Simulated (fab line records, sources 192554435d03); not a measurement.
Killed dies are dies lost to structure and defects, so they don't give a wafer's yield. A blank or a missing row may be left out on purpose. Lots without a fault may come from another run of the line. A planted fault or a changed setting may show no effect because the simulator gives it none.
Which tool did it? | flow n5_finfet | 8 lots, 24 wafers sampled, at 5 steps of a route of 1938

WHAT THE GAUGES READ, wafer by wafer
N5_BEOL_M2_INSPECT_59: inspects for defects (darkfield).
lot  | measured     | on                | raw_defect_count
L156 | day 6 22:55  | defect_inspect-01 | 52 54 50
L157 | day 7 02:46  | defect_inspect-02 | 62 60 59
L159 | day 7 11:20  | defect_inspect-02 | 60 57 45
L158 | day 7 11:41  | defect_inspect-02 | 77 48 87
L166 | day 9 13:42  | defect_inspect-02 | 335 339 387
L168 | day 9 20:18  | defect_inspect-01 | 312 285 321
L174 | day 11 19:41 | defect_inspect-01 | 77 60 49
L179 | day 12 15:53 | defect_inspect-02 | 79 72 104

WHICH TOOL RAN EACH LOT (tool, then ch and the chambers of the sampled wafers, then the start)
lot  | N5_BEOL_M2_ANNEAL_89         | N5_BEOL_M2_SPUTTER_94        | N5_BEOL_M2_CMP_52             | N5_BEOL_M2_PRE_CLEAN_60
L156 | pvd_sputter-03, day 6 21:03  | pvd_sputter-03, day 6 21:38  | cmp-02 ch 0,2,3, day 6 22:20  | cvd_co-01 ch 1,2, day 6 22:40
L157 | pvd_sputter-02, day 7 00:52  | pvd_sputter-02, day 7 01:26  | cmp-02 ch 0,2,3, day 7 02:14  | cvd_co-01 ch 1,2, day 7 02:29
L159 | pvd_sputter-02, day 7 09:26  | pvd_sputter-02, day 7 10:01  | cmp-02 ch 0,2,3, day 7 10:46  | cvd_co-02 ch 1,2, day 7 11:04
L158 | pvd_sputter-03, day 7 09:38  | pvd_sputter-03, day 7 10:13  | cmp-03 ch 0,1, day 7 10:56    | cvd_co-02 ch 0,2, day 7 11:24
L166 | pvd_sputter-03, day 9 11:49  | pvd_sputter-03, day 9 12:23  | cmp-02 ch 1,3, day 9 13:07    | cvd_co-02 ch 0,2, day 9 13:27
L168 | pvd_sputter-03, day 9 18:26  | pvd_sputter-03, day 9 19:01  | cmp-01 ch 1,2,3, day 9 19:48  | cvd_co-02 ch 0,1,2, day 9 20:04
L174 | pvd_sputter-03, day 11 16:40 | pvd_sputter-03, day 11 17:14 | cmp-02 ch 0,1, day 11 18:55   | cvd_co-01 ch 0,1,2, day 11 19:26
L179 | pvd_sputter-01, day 12 13:58 | pvd_sputter-01, day 12 14:33 | cmp-03 ch 0,2,3, day 12 15:19 | cvd_co-01 ch 1,2, day 12 15:38
- N5_BEOL_M2_ANNEAL_89: time 240 s.
- N5_BEOL_M2_SPUTTER_94: material Cu, target thk 4.5 nm, time 8.29 s.
- N5_BEOL_M2_CMP_52: polishes, stops on SiOC, t overpolish 6.8 s, target thk 40 nm.
- N5_BEOL_M2_PRE_CLEAN_60: time 15 s.

THE ANSWER, worked out from the rows above alone
Rule: what is usual is taken from the lots themselves. Put in order of their means at a reading, lots are off if they are a third of the lots or fewer, leave a main group of 4 or more, and stand apart from it by a gap of 3 or more times the standard deviation of the main group's means; of several such gaps the widest counts. A main group whose means are all the same, to the digits that the tables above print for the reading, isn't used. A lot without any number at a reading at which 4 lots or more have one is off too. The other lots that the step has rows for count as sound.
Off: L166, L168, at N5_BEOL_M2_INSPECT_59 (raw_defect_count). The main group: mean 64, standard deviation 11.
A tool fits if, at a process step before that reading, it ran every lot that is off, and no sound lot after the first of them. The gauges at N5_BEOL_M2_INSPECT_59 are tried like those tools. One fits: cvd_co-02 at N5_BEOL_M2_PRE_CLEAN_60. Its last sound lot is L158 (day 7 11:24), its first lot that is off L166 (day 9 13:27): a fault that began between those two fits.

WHAT THE SIMULATOR HAD PUT IN
Chamber particle source: cvd_co-02, from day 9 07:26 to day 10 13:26, at N5_BEOL_M2_PRE_CLEAN_60. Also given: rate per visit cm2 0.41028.
Lots struck among those shown: L166, L168. The rule above found the same.
